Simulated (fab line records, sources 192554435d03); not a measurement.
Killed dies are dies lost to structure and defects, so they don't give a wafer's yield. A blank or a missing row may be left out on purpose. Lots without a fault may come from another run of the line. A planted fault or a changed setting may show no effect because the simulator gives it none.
Which tool did it? | flow n5_finfet | 12 lots, 35 wafers sampled, at 5 steps of a route of 1938

WHAT THE GAUGES READ, wafer by wafer
N5_ZERO_LAYER_CD_MEAS_11: target cd 2000 nm. Usual: cd_nm 1999.4 nm, standard deviation 2.2.
lot  | measured    | on        | cd_nm (nm)           | flag
L381 | day 1 12:46 | cd_sem-03 | 2002.7 2002.5 1998.9 |
L382 | day 1 18:47 | cd_sem-01 | 2001.6 2000.1 1998.4 |
L383 | day 2 00:38 | cd_sem-02 | 1999.4 2001.3 1999.2 |
L385 | day 2 12:46 | cd_sem-01 | 1996.8 1998.2 2000.7 |
L387 | day 3 00:40 | cd_sem-01 | 2002.6 2000.8        |
L388 | day 3 06:46 | cd_sem-01 | 1997.6 2000.1 1999.3 |
L391 | day 4 00:38 | cd_sem-01 | 1996.6 1998.2 1995.2 |
L392 | day 4 06:39 | cd_sem-01 | 2002.7 2001.9 2004.3 |
L393 | day 4 12:49 | cd_sem-02 | 1999.4 1997.3 1995.6 |
L394 | day 4 18:47 | cd_sem-01 | 1997.0 2000.7 1997.4 |
L396 | day 5 06:44 | cd_sem-01 | 2001.4 1991.8 2002.8 |
L397 | day 5 12:38 | cd_sem-03 | 1999.8 1991.8 1999.5 |

N5_WELL_APT_CD_MEAS_08: target cd 200 nm. Usual: cd_nm 200.6 nm, standard deviation 1.6.
lot  | measured    | on        | cd_nm (nm)        | flag
L381 | day 1 13:49 | cd_sem-02 | 198.1 197.4 197.9 |
L382 | day 1 19:50 | cd_sem-02 | 199.2 198.7 199.1 |
L383 | day 2 01:47 | cd_sem-02 | 200.9 201.3 200.9 |
L385 | day 2 13:41 | cd_sem-01 | 202.1 204.0 201.2 |
L387 | day 3 01:35 | cd_sem-01 | 201.0 199.2       |
L388 | day 3 07:41 | cd_sem-03 | 199.6 200.3 200.1 |
L391 | day 4 01:41 | cd_sem-01 | 202.6 198.4 201.9 |
L392 | day 4 07:41 | cd_sem-01 | 200.7 201.0 201.8 |
L393 | day 4 13:45 | cd_sem-02 | 201.5 202.6 204.1 |
L394 | day 4 19:50 | cd_sem-03 | 202.8 202.0 203.3 |
L396 | day 5 07:48 | cd_sem-02 | 200.5 199.9 201.9 |
L397 | day 5 13:34 | cd_sem-02 | 201.0 201.5 201.7 |

WHICH TOOL RAN EACH LOT (tool, then ch and the chambers of the sampled wafers, then the start)
lot  | N5_ZERO_LAYER_PEB_09             | N5_ZERO_LAYER_ETCH_18           | N5_ZERO_LAYER_STRIP_24
L381 | litho_track-01 ch 0, day 1 12:39 | rie_si-03 ch 0,2,3, day 1 12:55 | plasma_asher-02 ch 0,1, day 1 13:02
L382 | litho_track-01 ch 0, day 1 18:40 | rie_si-04 ch 1,2,3, day 1 18:56 | plasma_asher-01 ch 0,1, day 1 19:03
L383 | litho_track-05 ch 0, day 2 00:31 | rie_si-04 ch 0,1,3, day 2 00:54 | plasma_asher-02 ch 0,1, day 2 01:01
L385 | litho_track-04 ch 0, day 2 12:39 | rie_si-04 ch 0,1, day 2 12:55   | plasma_asher-01 ch 0,1, day 2 13:01
L387 | litho_track-04 ch 0, day 3 00:33 | rie_si-05 ch 0, day 3 00:49     | plasma_asher-02 ch 0,1, day 3 00:56
L388 | litho_track-01 ch 0, day 3 06:39 | rie_si-04 ch 0,1,2, day 3 06:55 | plasma_asher-02 ch 0, day 3 07:01
L391 | litho_track-05 ch 0, day 4 00:31 | rie_si-05 ch 1,2, day 4 00:55   | plasma_asher-02 ch 0,1, day 4 01:01
L392 | litho_track-01 ch 0, day 4 06:32 | rie_si-03 ch 1,2,3, day 4 06:55 | plasma_asher-01 ch 0,1, day 4 07:01
L393 | litho_track-05 ch 0, day 4 12:41 | rie_si-04 ch 0,1,3, day 4 12:57 | plasma_asher-02 ch 0,1, day 4 13:04
L394 | litho_track-05 ch 0, day 4 18:40 | rie_si-05 ch 1,3, day 4 18:56   | plasma_asher-01 ch 0,1, day 4 19:04
L396 | litho_track-05 ch 0, day 5 06:37 | rie_si-03 ch 2,3, day 5 06:54   | plasma_asher-01 ch 0,1, day 5 07:01
L397 | litho_track-05 ch 0, day 5 12:31 | rie_si-05 ch 1,2,3, day 5 12:47 | plasma_asher-01 ch 0,1, day 5 12:53
- N5_ZERO_LAYER_PEB_09
- N5_ZERO_LAYER_ETCH_18: etches Si in HBr/Cl2, target depth 120 nm, time 40 s.
- N5_ZERO_LAYER_STRIP_24: strips in O2.

WHAT THE TOOLS THEMSELVES READ (means of the sampled wafers that have a number; where no wafer has one, the mark that the record gives instead)
N5_ZERO_LAYER_ETCH_18. Usual: chamber_pressure_mTorr 10.000 mTorr, standard deviation 0.0096; drypump_motor_current_A 5.6 A, standard deviation 0.45; oes_product_au 1.002 a.u., standard deviation 0.018; throttle_valve_pct 36.5 %, standard deviation 0.39.
lot  | tool      | chamber_pressure_mTorr (mTorr) | drypump_motor_current_A (A) | oes_product_au (a.u.) | throttle_valve_pct (%) | flag
L381 | rie_si-03 | 10.006                         | 5.7                         | 0.984                 | 36.5                   |
L382 | rie_si-04 | 10.003                         | 5.2                         | 1.021                 | 36.4                   |
L383 | rie_si-04 | 9.991                          | 5.1                         | 1.009                 | 36.2                   |
L385 | rie_si-04 | 10.002                         | 5.1                         | 1.006                 | 36.2                   |
L387 | rie_si-05 | 10.011                         | 6.0                         | 1.009                 | 36.0                   |
L388 | rie_si-04 | 9.995                          | 5.1                         | 1.014                 | 36.3                   |
L391 | rie_si-05 | 10.001                         | 6.3                         | 1.005                 | 36.7                   |
L392 | rie_si-03 | 10.005                         | 5.7                         | 1.001                 | 36.8                   |
L393 | rie_si-04 | 9.999                          | 5.2                         | 1.002                 | 36.2                   |
L394 | rie_si-05 | 9.996                          | 5.7                         | 0.996                 | 36.7                   |
L396 | rie_si-03 | 10.003                         | 5.6                         | 1.000                 | 36.8                   |
L397 | rie_si-05 | 10.004                         | 5.9                         | 0.995                 | 36.8                   |

N5_ZERO_LAYER_STRIP_24. Usual: chamber_pressure_mTorr 999.9 mTorr, standard deviation 0.93; drypump_motor_current_A 5.6 A, standard deviation 0.52; heater_power_w 338 W, standard deviation 10; oes_product_au 0.646 a.u., standard deviation 0.0048; strip_time_to_endpoint_s 43.85 s, standard deviation 0.11.
lot  | tool            | chamber_pressure_mTorr (mTorr) | drypump_motor_current_A (A) | heater_power_w (W) | oes_product_au (a.u.) | strip_time_to_endpoint_s (s) | flag
L381 | plasma_asher-02 | 999.9                          | 5.9                         | 339                | 0.646                 | 43.83                        |
L382 | plasma_asher-01 | 1000.1                         | 5.0                         | 330                | 0.643                 | 43.86                        |
L383 | plasma_asher-02 | 999.7                          | 6.1                         | 335                | 0.646                 | 43.84                        |
L385 | plasma_asher-01 | 1000.1                         | 5.4                         | 348                | 0.648                 | 43.73                        |
L387 | plasma_asher-02 | 1000.0                         | 6.0                         | 339                | 0.644                 | 43.81                        |
L388 | plasma_asher-02 | 999.6                          | 6.2                         | 329                | 0.651                 | 43.79                        |
L391 | plasma_asher-02 | 1000.5                         | 6.1                         | 337                | 0.644                 | 43.96                        |
L392 | plasma_asher-01 | 1000.1                         | 5.0                         | 330                | 0.645                 | 43.89                        |
L393 | plasma_asher-02 | 999.8                          | 6.1                         | 340                | 0.640                 | 43.86                        |
L394 | plasma_asher-01 | 1000.1                         | 5.4                         | 334                | 0.649                 | 43.93                        |
L396 | plasma_asher-01 | 999.8                          | 5.1                         | 335                | 0.645                 | 43.76                        |
L397 | plasma_asher-01 | 1000.2                         | 5.0                         | 329                | 0.643                 | 43.94                        |

THE ANSWER, worked out from the rows above alone
Rule: a lot is off if the mean of its wafers that have a number lies more than 3 standard deviations from the usual mean. A lot without any number at a reading at which 4 lots or more have one is off too. The other lots that the step has rows for count as sound. The gauges are gone through in route order, then the tools' own readings, and for those a lot's mean is taken as printed above. The first step at which some lot is off is used, and at that step the reading that is off furthest; a lot without a number counts as furthest.
No lot is off at any reading shown: from this, nothing can be told.

WHAT THE SIMULATOR HAD PUT IN
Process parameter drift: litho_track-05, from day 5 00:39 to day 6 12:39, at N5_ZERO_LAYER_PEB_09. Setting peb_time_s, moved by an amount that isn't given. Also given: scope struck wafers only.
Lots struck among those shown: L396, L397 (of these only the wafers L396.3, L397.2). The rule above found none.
